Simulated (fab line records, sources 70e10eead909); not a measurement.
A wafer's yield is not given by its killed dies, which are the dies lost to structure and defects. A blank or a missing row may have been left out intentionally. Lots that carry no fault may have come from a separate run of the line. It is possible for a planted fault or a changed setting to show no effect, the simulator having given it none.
fab line records ; flow nand_harc
[record] lots = 13; wafers = 39; last_day = 23
route steps=1159 shown A_SIN_REMOVE@808 A_WL_FILL@822 END@1159
lots untouched by any fault: they come from a run of this same line in which no faults occurred
start_h: hours from the record's opening day to when the first of the lot's shown wafers began ; wait_h: how many hours have passed since the lot's step before this one ; " unchanged from the row above ; L1.1+2: several wafers, shown together as one row ; - no value, or no start was given ; * or withheld: withheld ; < > ~ a bound
route shown NAME@n: names a module that has steps shown in the file, with the first one's number in the route ; usual: mean and standard deviation over wafers with no fault ; same: alike in all rows ; chamber/n: place in a boat ; sites: readings site by site ; _std_site: standard deviation across them ; _edge_site: outer sites' mean less inner sites' ; radius_mm: for every site, how far away it sits from the centre of the wafer ; mask NAME#n: copy n ; behind: the last tool/chamber to shape the wafer ; hold: why the lot went on hold/how many hours it stayed there/how the hold came to an end ; device: the n, p or np transistor that did not switch ; end of line: at the end of the route, the tests of the same wafers ; for a step that has no rows: nothing shown but its recipe ; killed: the dies lost at the first sort to structure and to defects; this is not the yield of the wafer ; map: dies across one wafer; x = killed, . = not, _ = none there
set.NAME: the setting as run; set.NAME@STEP: as run at that earlier step ; model.NAME: the simulator's own value behind a step, which no gauge read
the route's steps for a sample of lots (tables are steps, rows are wafers)
services: when a tool's chamber went out of use (start_h, in hours from the record's first day, below 0 if earlier), for how many hours, and the reason
[[steps]]
[step NHARC_A_SIN_REMOVE_INSPECT_04]
[usual] raw_defect_count = 294/83
lot.wafer;tool;chamber;start_h;wait_h;raw_defect_count
L380.1;defect_inspect-01;-;331.22;0.0;275
L380.3;defect_inspect-01;-;331.22;0.0;152
L380.5;defect_inspect-01;-;331.22;0.0;178
L382.1;defect_inspect-01;-;334.53;0.0;250
L382.2;defect_inspect-01;-;334.53;0.0;247
L382.5;defect_inspect-01;-;334.53;0.0;343
L381.2;defect_inspect-02;-;334.54;0.0;395
L381.3;defect_inspect-02;-;334.54;0.0;229
L381.6;defect_inspect-02;-;334.54;0.0;242
L389.3;defect_inspect-02;-;380.24;0.0;322
L389.4;defect_inspect-02;-;380.24;0.0;304
L389.6;defect_inspect-02;-;380.24;0.0;285
L391.1;defect_inspect-01;-;393.60;0.0;418
L391.3;defect_inspect-01;-;393.60;0.0;294
L391.4;defect_inspect-01;-;393.60;0.0;243
L392.2;defect_inspect-02;-;403.87;0.0;276
L392.4;defect_inspect-02;-;403.87;0.0;274
L392.5;defect_inspect-02;-;403.87;0.0;392
L393.1;defect_inspect-01;-;403.89;0.1;222
L393.2;defect_inspect-01;-;403.89;0.1;388
L393.3;defect_inspect-01;-;403.89;0.1;407
L396.1;defect_inspect-02;-;424.02;0.0;454
L396.2;defect_inspect-02;-;424.02;0.0;324
L396.4;defect_inspect-02;-;424.02;0.0;369
L394.2;defect_inspect-02;-;424.03;0.0;271
L394.5;defect_inspect-02;-;424.03;0.0;441
L394.6;defect_inspect-02;-;424.03;0.0;372
L395.1;defect_inspect-01;-;424.05;0.0;266
L395.4;defect_inspect-01;-;424.05;0.0;347
L395.5;defect_inspect-01;-;424.05;0.0;227
L399.1;defect_inspect-02;-;434.31;0.0;320
L399.2;defect_inspect-02;-;434.31;0.0;320
L399.3;defect_inspect-02;-;434.31;0.0;239
L400.1;defect_inspect-01;-;441.74;0.1;372
L400.3;defect_inspect-01;-;441.74;0.1;369
L400.5;defect_inspect-01;-;441.74;0.1;332
L403.1;defect_inspect-02;-;456.02;0.0;212
L403.2;defect_inspect-02;-;456.02;0.0;227
L403.3;defect_inspect-02;-;456.02;0.0;199
[step NHARC_A_WL_FILL_ALD_10]
[recipe] target_thk_a = 500; pulse_time_s = 10; ald_cycles = 500; temp_c = 300; material = SiO2
[usual] heater_power_w = 453/38; precursor_pulse_height_rel = 1.001/0.022
lot.wafer;tool;chamber;start_h;wait_h;heater_power_w;precursor_pulse_height_rel
L380.1;ald_hk-04;1;342.74;0.1;467;1.024
L380.3;ald_hk-04;2;343.78;1.1;499;0.986
L380.5;ald_hk-04;2;347.91;5.2;516;1.000
L381.2;ald_hk-01;1;346.90;0.1;474;1.016
L381.3;ald_hk-01;2;346.90;0.1;373;0.975
L381.6;ald_hk-01;2;349.47;2.6;374;0.995
L382.2;ald_hk-04;0;349.96;3.1;466;1.013
L382.1;ald_hk-04;1;350.98;4.1;471;1.040
L382.5;ald_hk-04;3;353.03;6.2;478;1.025
L389.3;ald_hk-01;0;391.28;0.8;438;0.986
L389.4;ald_hk-01;3;392.82;2.4;389;0.988
L389.6;ald_hk-01;1;393.86;3.4;465;0.972
L391.4;ald_hk-01;3;406.74;0.6;392;1.013
L391.1;ald_hk-01;0;406.74;0.6;445;0.976
L391.3;ald_hk-01;1;406.74;0.6;456;0.993
L393.3;ald_hk-02;1;413.86;0.0;436;1.002
L393.1;ald_hk-02;2;413.86;0.0;426;0.992
L393.2;ald_hk-02;0;415.42;1.6;426;0.995
L392.2;ald_hk-04;3;413.87;0.1;476;1.000
L392.4;ald_hk-04;0;413.87;0.1;485;0.977
L392.5;ald_hk-04;3;415.93;2.1;470;0.965
L396.1;ald_hk-01;3;437.60;0.1;389;1.019
L396.4;ald_hk-01;0;437.60;0.1;444;1.018
L396.2;ald_hk-01;1;437.60;0.1;458;1.013
L394.2;ald_hk-02;3;439.08;1.5;412;0.967
L394.6;ald_hk-02;1;440.12;2.6;447;0.978
L394.5;ald_hk-02;2;440.12;2.6;433;1.015
L395.4;ald_hk-04;1;440.72;0.2;495;1.024
L395.1;ald_hk-04;3;441.75;1.3;469;0.962
L395.5;ald_hk-04;1;442.79;2.3;491;0.992
L399.1;ald_hk-04;3;447.66;0.1;461;0.991
L399.3;ald_hk-04;1;448.68;1.1;500;1.001
L399.2;ald_hk-04;2;448.68;1.1;503;0.996
L400.1;ald_hk-04;2;453.79;0.1;495;1.031
L400.3;ald_hk-04;1;455.36;1.6;482;1.002
L400.5;ald_hk-04;3;456.40;2.7;478;0.978
L403.1;ald_hk-04;2;470.09;0.1;498;0.992
L403.3;ald_hk-04;3;470.09;0.1;480;0.973
L403.2;ald_hk-04;0;470.09;0.1;485;0.997
[step NHARC_A_WL_FILL_ETCHBACK_16]
[recipe] target_depth_a = 880; time_s = 17.6; c4f8_flow_sccm = withheld; o2_flow_sccm = 8; ar_flow_sccm = withheld; rf_w = 600; bias_w = 800; chemistry = C4F8/O2/Ar
[usual] bias_w = 800.1/2.1; oes_product_au = 0.98/0.032; rf_fwd_power_W = 588.9/2.2; rf_vpp_V = 725/3.3
lot.wafer;tool;chamber;start_h;wait_h;bias_w;oes_product_au;rf_fwd_power_W;rf_hours_counter_h;rf_vpp_V
L380.3;rie_diel-08;3;-;-;800.8;1.00;589.7;1.5;726
L380.1;rie_diel-08;1;-;-;796.1;1.01;590.1;1.2;726
L380.5;rie_diel-08;2;-;-;798.8;1.01;586.4;-;723
L381.2;rie_diel-03;2;-;-;797.5;0.92;589.2;5.4;729
L381.3;rie_diel-03;3;-;-;798.8;0.92;586.7;4.9;725
L381.6;rie_diel-03;2;-;-;798.6;0.92;592.4;-;729
L382.2;rie_diel-03;2;-;-;803.6;1.00;590.9;5.7;730
L382.1;rie_diel-03;0;-;-;803.1;1.00;591.4;5.4;729
L382.5;rie_diel-03;2;-;-;802.2;1.00;589.7;-;728
L389.4;rie_diel-12;0;-;-;800.8;1.00;589.3;0.0;724
L389.3;rie_diel-12;1;-;-;800.3;0.99;586.1;0.1;720
L389.6;rie_diel-12;1;-;-;798.0;1.00;586.9;-;719
L391.1;rie_diel-03;1;-;-;802.5;1.00;589.6;0.6;728
L391.4;rie_diel-03;2;-;-;801.4;1.00;593.2;0.7;731
L391.3;rie_diel-03;3;-;-;800.3;1.01;590.4;0.7;724
L392.2;rie_diel-03;3;-;-;795.8;1.00;589.0;0.9;723
L392.4;rie_diel-03;1;-;-;798.9;1.00;592.5;0.9;727
L392.5;rie_diel-03;3;-;-;798.6;1.00;588.5;-;724
L393.3;rie_diel-12;1;-;-;801.0;0.98;586.9;1.7;719
L393.1;rie_diel-12;2;-;-;804.3;1.00;585.2;1.5;730
L393.2;rie_diel-12;3;-;-;798.2;0.99;589.3;1.6;720
L396.1;rie_diel-03;1;-;-;800.3;1.00;591.5;1.8;727
L396.2;rie_diel-03;2;-;-;798.6;1.01;590.1;1.8;729
L396.4;rie_diel-03;3;-;-;797.3;0.99;590.2;1.6;724
L394.2;rie_diel-03;2;-;-;798.6;1.00;592.1;1.8;728
L394.5;rie_diel-03;0;-;-;798.6;0.99;591.2;-;729
L394.6;rie_diel-03;1;-;-;803.8;1.00;588.7;-;729
L395.4;rie_diel-12;1;-;-;799.9;0.99;585.4;3.1;718
L395.1;rie_diel-12;3;-;-;799.2;0.99;588.2;2.7;721
L395.5;rie_diel-12;0;-;-;801.8;1.00;588.8;-;724
L399.1;rie_diel-08;0;-;-;804.3;0.92;588.4;4.2;729
L399.2;rie_diel-08;2;-;-;798.6;0.94;587.7;4.3;724
L399.3;rie_diel-08;3;-;-;799.3;0.93;586.6;4.2;727
L400.1;rie_diel-12;3;-;-;797.0;0.99;590.3;3.4;721
L400.3;rie_diel-12;0;-;-;796.7;1.00;590.8;3.8;724
L400.5;rie_diel-12;2;-;-;798.8;1.01;584.1;-;732
L403.1;rie_diel-12;3;-;-;800.4;1.00;588.0;5.2;721
L403.3;rie_diel-12;0;-;-;798.8;1.02;591.2;5.1;724
L403.2;rie_diel-12;2;-;-;801.8;1.00;585.4;5.7;729
[step NHARC_A_WL_FILL_ETCHBACK_26]
[recipe] target_depth_a = 520; time_s = 13.3; hbr_flow_sccm = 150; rf_w = 350; icp_w = 350; bias_w = 60; chemistry = HBr
[usual] bias_w = 60.02/0.15; drypump_motor_current_A = 5.8/0.32; oes_product_au = 1.000/0.0079; rf_fwd_power_W = 342.1/1.4; throttle_valve_pct = 23.265/0.0093
lot.wafer;tool;chamber;start_h;wait_h;bias_w;drypump_motor_current_A;oes_product_au;rf_fwd_power_W;rf_hours_counter_h;throttle_valve_pct
L380.3;rie_si-03;0;355.74;0.4;59.77;6.0;0.995;341.4;0.1;23.262
L380.1;rie_si-03;2;355.74;0.4;59.91;6.2;1.006;343.6;0.0;23.259
L380.5;rie_si-03;0;355.74;0.4;59.66;6.0;0.996;341.8;-;23.260
L381.3;rie_si-02;3;355.75;0.4;60.17;5.3;0.988;343.9;1.0;23.275
L381.2;rie_si-02;0;355.75;0.4;60.14;5.9;0.998;341.7;0.9;23.267
L381.6;rie_si-02;2;355.75;0.4;59.67;5.8;1.003;340.7;-;23.268
L382.2;rie_si-05;1;362.17;0.4;60.23;6.0;1.011;342.3;0.9;23.269
L382.1;rie_si-05;3;362.17;0.4;59.84;5.4;1.006;341.3;0.9;23.264
L382.5;rie_si-05;2;362.17;0.4;60.00;5.3;0.994;343.3;-;23.270
L389.3;rie_si-05;3;401.28;0.4;60.10;5.5;1.001;342.1;1.1;23.260
L389.4;rie_si-05;1;401.28;0.4;59.80;6.0;1.007;342.8;1.1;23.269
L389.6;rie_si-05;2;401.28;0.4;59.95;5.3;1.002;344.5;-;23.273
L391.1;rie_si-03;1;416.42;0.4;59.96;6.3;0.687;341.4;0.6;23.280
L391.3;rie_si-03;2;416.42;0.4;59.97;6.2;0.694;342.1;0.6;23.270
L391.4;rie_si-03;0;416.42;0.4;59.88;6.0;0.694;341.9;0.6;23.258
L393.2;rie_si-02;3;423.93;0.4;59.95;5.3;0.998;344.7;0.3;23.252
L393.1;rie_si-02;0;423.93;0.4;59.90;5.9;1.007;341.6;0.2;23.259
L393.3;rie_si-02;1;423.93;0.4;60.12;5.9;1.003;340.5;0.3;23.273
L392.2;rie_si-03;0;423.94;0.4;60.26;5.9;0.696;341.0;0.7;23.262
L392.4;rie_si-03;1;423.94;0.4;59.94;6.3;0.693;340.4;0.7;23.258
L392.5;rie_si-03;2;423.94;0.4;60.09;6.2;0.693;343.7;-;23.252
L396.4;rie_si-05;0;447.43;0.4;60.14;5.8;1.001;342.0;0.1;23.261
L396.2;rie_si-05;1;447.43;0.4;59.93;6.0;1.009;341.6;0.1;23.259
L396.1;rie_si-05;2;447.43;0.4;60.08;5.3;1.007;343.8;0.1;23.268
L394.2;rie_si-02;2;447.46;0.4;60.01;5.8;1.001;341.8;0.5;23.269
L394.5;rie_si-02;0;447.46;0.4;60.36;5.9;0.991;344.2;-;23.267
L394.6;rie_si-02;1;447.46;0.4;60.21;6.0;0.996;340.4;-;23.256
L395.4;rie_si-02;3;450.78;0.4;60.12;5.3;1.005;341.0;0.5;23.252
L395.1;rie_si-02;1;450.78;0.4;59.84;6.0;1.000;341.6;0.5;23.279
L395.5;rie_si-02;3;450.78;0.4;60.09;5.3;0.999;343.6;-;23.254
L399.2;rie_si-05;2;457.53;0.4;59.98;5.3;0.996;342.4;0.2;23.271
L399.3;rie_si-05;3;457.53;0.4;59.85;5.5;0.995;339.2;0.2;23.266
L399.1;rie_si-05;1;457.53;0.4;60.17;6.0;1.006;340.5;0.2;23.267
L400.3;rie_si-05;3;463.68;0.4;59.80;5.5;1.007;339.7;0.2;23.252
L400.1;rie_si-05;1;463.68;0.4;60.19;6.0;0.997;339.2;0.2;23.256
L400.5;rie_si-05;3;463.68;0.4;59.83;5.5;1.001;340.6;-;23.284
L403.1;rie_si-02;3;479.91;0.4;60.04;5.3;1.003;342.7;0.8;23.275
L403.3;rie_si-02;0;479.91;0.4;60.08;5.9;0.997;344.1;0.7;23.256
L403.2;rie_si-02;1;479.91;0.4;60.30;6.0;1.018;342.4;0.6;23.272
[step NHARC_END_SORT_01]
[recipe] temp_c = 25
[usual] killed_at_array = 28/11; killed_at_other = 0.8/1.3; killed_at_periphery = 3.6/2.5; killed_dies = 32/11; killed_open = 3.0/1.8; killed_short = 2.0/1.5
[same] gross_dies = 677
lot.wafer;tool;chamber;start_h;wait_h;killed_at_array;killed_at_other;killed_at_periphery;killed_dies;killed_open;killed_short
L382.1;prober-01;0;477.38;2.5;9;0;2;11;2;1
L382.2;prober-01;0;478.19;2.8;23;0;5;28;4;3
L382.5;prober-01;0;480.63;3.8;25;0;3;28;3;3
L391.1;prober-01;0;508.69;2.5;650;1;5;656;2;6
L391.3;prober-01;0;510.29;3.1;661;1;5;667;6;0
L391.4;prober-01;0;511.09;3.4;654;0;6;660;2;6
L392.2;prober-01;0;517.33;2.8;664;1;3;668;2;4
L392.4;prober-01;0;518.96;3.5;661;0;7;668;2;4
L392.5;prober-01;0;519.77;3.8;659;2;7;668;2;2
L394.2;prober-02;0;525.03;2.8;15;0;4;19;2;1
L394.5;prober-02;0;527.42;3.7;32;0;3;35;5;5
L394.6;prober-02;0;528.21;4.0;22;1;2;25;3;1
// killed by level:class
L382.1 A_CHANNEL_HOLE_D1:chamber_film_flake=5 A_SLIT:chamber_film_flake=3 P_M0:geometric_particle:open=1 P_M0:geometric_particle:short=1 A_WL_FILL:geometric_particle:open=1
L382.2 A_CHANNEL_HOLE_D1:chamber_film_flake=13 P_CONTACT:geometric_particle:open=3 A_WL_FILL:geometric_particle:short=2 A_CONTACT:chamber_film_flake=2 A_ONON_D1:geometric_particle:short=1 A_CHANNEL_FILL_D1:geometric_particle:open=1 P_ZERO_WELL:chamber_film_flake=1 P_M1:chamber_film_flake=1
L382.5 A_CHANNEL_HOLE_D1:chamber_film_flake=13 A_STAIRCASE:chamber_film_flake=4 A_WL_FILL:geometric_particle:short=2 P_M0:geometric_particle:short=1 A_CHANNEL_FILL_D1:geometric_particle:open=1 A_CONTACT:geometric_particle:open=1 A_M0:geometric_particle:open=1 P_STI:chamber_film_flake=1
L391.1 A_WL_FILL:area_etchback=612 A_CHANNEL_HOLE_D1:chamber_film_flake=20 P_M0:chamber_film_flake=4 A_STAIRCASE:chamber_film_flake=3 A_CONTACT:chamber_film_flake=3 A_ONON_D1:geometric_particle:short=2 A_CHANNEL_FILL_D1:geometric_particle:short=2 A_ZERO_WELL:chamber_film_flake=2
L391.3 A_WL_FILL:area_etchback=637 A_CHANNEL_HOLE_D1:chamber_film_flake=8 A_STAIRCASE:chamber_film_flake=6 P_BONDPAD:chamber_film_flake=2 A_ZERO_WELL:chamber_film_flake=2 A_WL_FILL:chamber_film_flake=2 A_CONTACT:chamber_film_flake=2 P_GATE:geometric_particle:open=1
L391.4 A_WL_FILL:area_etchback=620 A_CHANNEL_HOLE_D1:chamber_film_flake=17 A_STAIRCASE:chamber_film_flake=6 A_CONTACT:chamber_film_flake=3 A_CHANNEL_HOLE_D1:geometric_particle:short=2 A_CHANNEL_FILL_D1:geometric_particle:short=2 A_WL_FILL:geometric_particle:short=2 P_STI:chamber_film_flake=2
L392.2 A_WL_FILL:area_etchback=644 A_CHANNEL_HOLE_D1:chamber_film_flake=8 A_STAIRCASE:chamber_film_flake=3 A_CONTACT:chamber_film_flake=2 A_M1:chamber_film_flake=2 P_GATE:geometric_particle:short=1 P_M0:geometric_particle:short=1 A_WL_FILL:geometric_particle:short=1
L392.4 A_WL_FILL:area_etchback=640 A_CHANNEL_HOLE_D1:chamber_film_flake=7 P_CONTACT:chamber_film_flake=5 A_M1:chamber_film_flake=5 A_STAIRCASE:chamber_film_flake=3 A_SGD_CUT:geometric_particle:short=2 P_CONTACT:geometric_particle:open=1 A_SOURCE_PLATE:geometric_particle:short=1
L392.5 A_WL_FILL:area_etchback=627 A_CHANNEL_HOLE_D1:chamber_film_flake=18 P_CONTACT:chamber_film_flake=6 A_M1:chamber_film_flake=5 A_ZERO_WELL:chamber_film_flake=2 THIN_TSV:chamber_film_flake=2 A_STAIRCASE:chamber_film_flake=2 P_M1:geometric_particle:short=1
L394.2 A_CHANNEL_HOLE_D1:chamber_film_flake=9 A_CONTACT:chamber_film_flake=4 P_CONTACT:geometric_particle:open=1 P_M2:geometric_particle:open=1 A_M0:geometric_particle:short=1 P_ZERO_WELL:chamber_film_flake=1 P_M2:chamber_film_flake=1 A_STAIRCASE:chamber_film_flake=1
L394.5 A_CHANNEL_HOLE_D1:chamber_film_flake=15 A_CONTACT:chamber_film_flake=5 A_CHANNEL_FILL_D1:geometric_particle:short=4 A_STAIRCASE:chamber_film_flake=3 A_M0:geometric_particle:open=2 P_CONTACT:geometric_particle:open=1 P_M0:geometric_particle:open=1 A_CONTACT:geometric_particle:short=1
L394.6 A_CHANNEL_HOLE_D1:chamber_film_flake=10 A_CONTACT:chamber_film_flake=7 A_STAIRCASE:chamber_film_flake=3 P_CONTACT:geometric_particle:open=1 A_CHANNEL_FILL_D1:geometric_particle:open=1 A_M0:geometric_particle:open=1 P_BONDPAD:chamber_film_flake=1 STARTING-WAFER:geometric_particle:short=1
[[services]]
tool;chamber;start_h;hours;kind
ald_hk-02;-;321.88;3.0;repair
rie_si-03;-;332.00;9.0;pm
ald_hk-04;-;364.00;10.0;pm
ald_hk-04;0;364.00;10.0;vent_cycle
ald_hk-04;1;364.00;10.0;vent_cycle
ald_hk-04;2;364.00;10.0;vent_cycle
ald_hk-04;3;364.00;10.0;vent_cycle
rie_diel-03;2;364.58;3.6;repair
rie_si-05;3;366.30;3.3;repair
rie_diel-12;1;371.22;2.4;repair
ald_hk-04;0;374.00;-;clean
ald_hk-04;1;374.00;-;clean
ald_hk-04;2;374.00;-;clean
ald_hk-04;3;374.00;-;clean
rie_diel-12;-;379.40;9.0;pm
rie_diel-08;-;386.14;0.4;repair
rie_si-02;-;388.00;9.0;pm
rie_diel-03;-;392.30;9.0;pm
rie_si-05;-;416.00;9.0;pm
rie_si-05;0;453.52;9.1;repair
rie_diel-08;0;457.76;21.6;repair
rie_si-03;3;460.61;113.9;repair
ald_hk-02;-;465.42;10.0;pm
rie_diel-08;-;478.80;9.0;pm
[[key]]
[first_sign] step = NHARC_A_WL_FILL_ETCHBACK_26; reading = oes_product_au; direction = down; sigmas = 39; usual = 1.000; struck = 0.693
[effect] step = NHARC_END_SORT_01; reading = killed_at_array; direction = up; sigmas = 60; usual = 28; struck = 658
[more_kills_born_at] NHARC_A_WL_FILL_ETCHBACK_26@rie_si-03 = 3780
met_at NHARC_A_WL_FILL_ETCHBACK_26
struck_lots L391,L392
later_rows_left_out L391.1,L391.3,L391.4,L392.2,L392.4,L392.5
tester_left_out L391,L392
not_acting_at NHARC_A_SIN_REMOVE_INSPECT_04,NHARC_A_WL_FILL_ALD_10,NHARC_A_WL_FILL_ETCHBACK_16
onset_between 355.74 416.42
[fault] kind = process_parameter_drift; tool = rie_si-03; chamber = -; onset_h = 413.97; steps = NHARC_A_WL_FILL_ETCHBACK_26; channel = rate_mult; offset = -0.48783; shape = step; end_h = 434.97
// tester_left_out: of these lots the tester's yield and bins aren't shown, on N5 and GAA mostly nor the transistor test; their killed dies are dies lost to structure and defects alone, not to doping, threshold or leakage, so they don't give the yield
// later_rows_left_out: the simulator's readings of these wafers behind a module that went badly wrong aren't trusted and aren't shown, but for the sort
